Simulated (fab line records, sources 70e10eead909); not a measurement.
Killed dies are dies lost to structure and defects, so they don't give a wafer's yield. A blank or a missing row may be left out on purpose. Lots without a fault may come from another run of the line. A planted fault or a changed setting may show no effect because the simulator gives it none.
Which tool did it? | flow nand_harc | 15 lots, 45 wafers sampled, at 4 steps of a route of 1302

WHAT THE GAUGES READ, wafer by wafer
NHARC_A_CONTACT_INSPECT_23.
lot  | measured     | on                | raw_defect_count
L752 | day 23 09:16 | defect_inspect-01 | 473 303 313
L755 | day 23 10:49 | defect_inspect-01 | 462 550 476
L753 | day 23 12:40 | defect_inspect-02 | 370 380 389
L754 | day 23 16:07 | defect_inspect-01 | 597 515 623
L758 | day 24 23:47 | defect_inspect-02 | 530 500 416
L759 | day 25 17:12 | defect_inspect-01 | 736 448 638
L760 | day 26 01:11 | defect_inspect-01 | 539 603 494
L762 | day 26 09:16 | defect_inspect-02 | 474 430 306
L764 | day 26 13:01 | defect_inspect-01 | 569 704 373
L771 | day 30 02:28 | defect_inspect-01 | 593 445 533
L770 | day 30 03:17 | defect_inspect-01 | 394 319 351
L769 | day 30 06:08 | defect_inspect-01 | 366 430 574
L773 | day 31 11:11 | defect_inspect-01 | 376 367 467
L774 | day 31 19:22 | defect_inspect-01 | 471 428 531
L775 | day 31 20:13 | defect_inspect-01 | 510 394 585

WHICH TOOL RAN EACH LOT (tool, then ch and the chambers of the sampled wafers, then the start)
lot  | NHARC_A_CONTACT_ETCH_88            | NHARC_A_CONTACT_ETCH_110           | NHARC_A_CONTACT_CVD_19
L752 | rie_diel-01 ch 0,2,3, day 22 23:54 | rie_diel-01 ch 0,1,3, day 23 07:07 | cvd_w-02 ch 0,1, day 23 09:16 or earlier
L755 | rie_diel-08 ch 0,1,2, day 23 05:15 | rie_diel-08 ch 0,2,3, day 23 08:41 | cvd_w-01 ch 1, day 23 10:49 or earlier
L753 | rie_diel-12 ch 0,1, day 23 05:54   | rie_diel-12 ch 1,2, day 23 10:29   | cvd_w-02 ch 0,1, day 23 12:40 or earlier
L754 | rie_diel-08 ch 1,2,3, day 23 09:50 | rie_diel-08 ch 0,3, day 23 13:58   | cvd_w-01 ch 0, day 23 16:07 or earlier
L758 | rie_diel-12 ch 1,2,3, day 24 18:00 | rie_diel-08 ch 0,3, day 24 21:33   | cvd_w-02 ch 0,1, day 24 23:47 or earlier
L759 | rie_diel-01 ch 1,2, day 25 11:40   | rie_diel-01 ch 0,1, day 25 15:03   | cvd_w-02 ch 1, day 25 17:12 or earlier
L760 | rie_diel-08 ch 0,3, day 25 18:50   | rie_diel-12 ch 1,2, day 25 22:14   | cvd_w-01 ch 1, day 26 01:11 or earlier
L762 | rie_diel-08 ch 0,1,2, day 26 03:06 | rie_diel-08 ch 0,1,3, day 26 07:08 | cvd_w-02 ch 0,1, day 26 09:16 or earlier
L764 | rie_diel-12 ch 0,1, day 26 07:27   | rie_diel-08 ch 0,2,3, day 26 10:52 | cvd_w-02 ch 0,1, day 26 13:01 or earlier
L771 | rie_diel-01 ch 0,1,3, day 29 20:55 | rie_diel-01 ch 0,1, day 30 00:19   | cvd_w-01 ch 0,1, day 30 02:28 or earlier
L770 | rie_diel-08 ch 0,3, day 29 21:40   | rie_diel-01 ch 0,3, day 30 01:04   | cvd_w-01 ch 0,1, day 30 03:17 or earlier
L769 | rie_diel-12 ch 0,1,2, day 30 00:29 | rie_diel-08 ch 0,1,3, day 30 03:56 | cvd_w-01 ch 0, day 30 06:08 or earlier
L773 | rie_diel-01 ch 0,1,2, day 31 05:27 | rie_diel-12 ch 0,3, day 31 08:58   | cvd_w-02 ch 0,1, day 31 11:11 or earlier
L774 | rie_diel-01 ch 0,1,3, day 31 13:42 | rie_diel-08 ch 0,2,3, day 31 17:09 | cvd_w-02 ch 0,1, day 31 19:22 or earlier
L775 | rie_diel-12 ch 0,1,3, day 31 14:18 | rie_diel-08 ch 2,3, day 31 18:00   | cvd_w-02 ch 0,1, day 31 20:13 or earlier
- NHARC_A_CONTACT_ETCH_88: etches the open film in CF4, target depth 39 nm, time 65 s.
- NHARC_A_CONTACT_ETCH_110: etches the open film in CF4/O2, target depth 60 nm, overetch 6 nm, time 33 s.
- NHARC_A_CONTACT_CVD_19: deposits W, target thk 300 nm, time 802 s.

WHAT THE TOOLS THEMSELVES READ (means of the sampled wafers that have a number; where no wafer has one, the mark that the record gives instead)
NHARC_A_CONTACT_ETCH_88.
lot  | tool        | drypump_motor_current_A (A) | oes_product_au (a.u.) | rf_vpp_V (V) | run_length_s (s) | showerhead_plenum_p_Torr (Torr) | throttle_valve_pct (%)
L752 | rie_diel-01 | 5.79                        | 0.989                 | 151.0        | 86.0             | 1.73                            | 13.281
L755 | rie_diel-08 | 5.66                        | 1.001                 | 151.4        | 86.2             | 1.78                            | 13.289
L753 | rie_diel-12 | 5.63                        | 1.004                 | 150.7        | 86.5             | 1.75                            | 13.289
L754 | rie_diel-08 | 5.68                        | 1.004                 | 152.8        | 86.4             | 1.81                            | 13.292
L758 | rie_diel-12 | 5.51                        | 1.009                 | 151.3        | 86.2             | 1.81                            | 13.287
L759 | rie_diel-01 | 5.83                        | 1.002                 | 150.9        | 85.8             | 1.80                            | 13.276
L760 | rie_diel-08 | 5.62                        | 0.994                 | 151.9        | 86.3             | 1.78                            | 13.283
L762 | rie_diel-08 | 5.68                        | 1.009                 | 150.8        | 86.1             | 1.78                            | 13.285
L764 | rie_diel-12 | 5.65                        | 0.999                 | 151.5        | 86.3             | 1.80                            | 13.285
L771 | rie_diel-01 | 5.58                        | 1.004                 | 151.4        | 85.9             | 1.74                            | 13.278
L770 | rie_diel-08 | 5.60                        | 1.001                 | 151.8        | 86.1             | 1.81                            | 13.277
L769 | rie_diel-12 | 5.72                        | 0.996                 | 150.9        | 86.3             | 1.74                            | 13.289
L773 | rie_diel-01 | 5.69                        | 1.001                 | 151.5        | 86.2             | 1.77                            | 13.281
L774 | rie_diel-01 | 5.58                        | 1.001                 | 150.4        | 86.1             | 1.74                            | 13.282
L775 | rie_diel-12 | 5.43                        | 1.002                 | 151.8        | 86.5             | 1.79                            | 13.287

NHARC_A_CONTACT_ETCH_110.
lot  | tool        | drypump_motor_current_A (A) | oes_product_au (a.u.) | rf_vpp_V (V) | run_length_s (s) | showerhead_plenum_p_Torr (Torr) | throttle_valve_pct (%)
L752 | rie_diel-01 | 5.56                        | 0.992                 | 197.3        | 54.18            | 1.32                            | 13.398
L755 | rie_diel-08 | 5.51                        | 1.000                 | 198.9        | 54.17            | 1.37                            | 13.393
L753 | rie_diel-12 | 5.81                        | 1.007                 | 197.2        | 54.63            | 1.32                            | 13.401
L754 | rie_diel-08 | 5.62                        | 0.998                 | 197.5        | 54.30            | 1.35                            | 13.399
L758 | rie_diel-08 | 5.63                        | 0.997                 | 197.6        | 52.93            | 1.35                            | 13.387
L759 | rie_diel-01 | 5.53                        | 0.995                 | 197.2        | 54.33            | 1.33                            | 13.397
L760 | rie_diel-12 | 5.73                        | 1.013                 | 197.9        | 54.37            | 1.36                            | 13.400
L762 | rie_diel-08 | 5.80                        | 1.004                 | 197.4        | 52.70            | 1.34                            | 13.399
L764 | rie_diel-08 | 5.51                        | 1.009                 | 199.2        | 52.72            | 1.37                            | 13.393
L771 | rie_diel-01 | 5.54                        | 0.997                 | 196.9        | 54.42            | 1.32                            | 13.392
L770 | rie_diel-01 | 5.63                        | 1.001                 | 196.1        | 54.16            | 1.27                            | 13.401
L769 | rie_diel-08 | 5.81                        | 1.004                 | 197.4        | 53.96            | 1.34                            | 13.391
L773 | rie_diel-12 | 5.22                        | 0.997                 | 198.1        | 54.15            | 1.36                            | 13.404
L774 | rie_diel-08 | 5.49                        | 1.008                 | 198.4        | 54.15            | 1.37                            | 13.397
L775 | rie_diel-08 | 5.49                        | 0.992                 | 199.7        | 54.41            | 1.40                            | 13.401

NHARC_A_CONTACT_CVD_19.
lot  | tool     | heater_power_w (W) | throttle_valve_pct (%)
L752 | cvd_w-02 | 512                | 8.37
L755 | cvd_w-01 | 456                | 8.45
L753 | cvd_w-02 | 510                | 8.25
L754 | cvd_w-01 | 511                | 7.88
L758 | cvd_w-02 | 516                | 8.21
L759 | cvd_w-02 | 549                | 8.19
L760 | cvd_w-01 | 476                | 8.53
L762 | cvd_w-02 | 471                | 8.20
L764 | cvd_w-02 | 512                | 8.21
L771 | cvd_w-01 | 513                | 8.29
L770 | cvd_w-01 | 513                | 8.27
L769 | cvd_w-01 | 537                | 8.00
L773 | cvd_w-02 | 511                | 8.30
L774 | cvd_w-02 | 465                | 8.20
L775 | cvd_w-02 | 503                | 8.45

THE ANSWER, worked out from the rows above alone
Rule: what is usual is taken from the lots themselves. Put in order of their means at a reading, lots are off if they are a third of the lots or fewer, leave a main group of 4 or more, and stand apart from it by a gap of 3 or more times the standard deviation of the main group's means; of several such gaps the widest counts. A main group whose means are all the same, to the digits that the tables above print for the reading, isn't used. A lot without any number at a reading at which 4 lots or more have one is off too. The other lots that the step has rows for count as sound. The gauges are gone through in route order, then the tools' own readings, and for those a lot's mean is taken as printed above. The first step at which some lot is off is used, and at that step the reading that is off furthest; a lot without a number counts as furthest.
Off: L758, L762, L764, at NHARC_A_CONTACT_ETCH_110 (run_length_s). The main group: mean 54.27 s, standard deviation 0.17.
A tool fits if, at that step or a process step before it, it ran every lot that is off, and no sound lot after the first of them. None of those tried fits.

WHAT THE SIMULATOR HAD PUT IN
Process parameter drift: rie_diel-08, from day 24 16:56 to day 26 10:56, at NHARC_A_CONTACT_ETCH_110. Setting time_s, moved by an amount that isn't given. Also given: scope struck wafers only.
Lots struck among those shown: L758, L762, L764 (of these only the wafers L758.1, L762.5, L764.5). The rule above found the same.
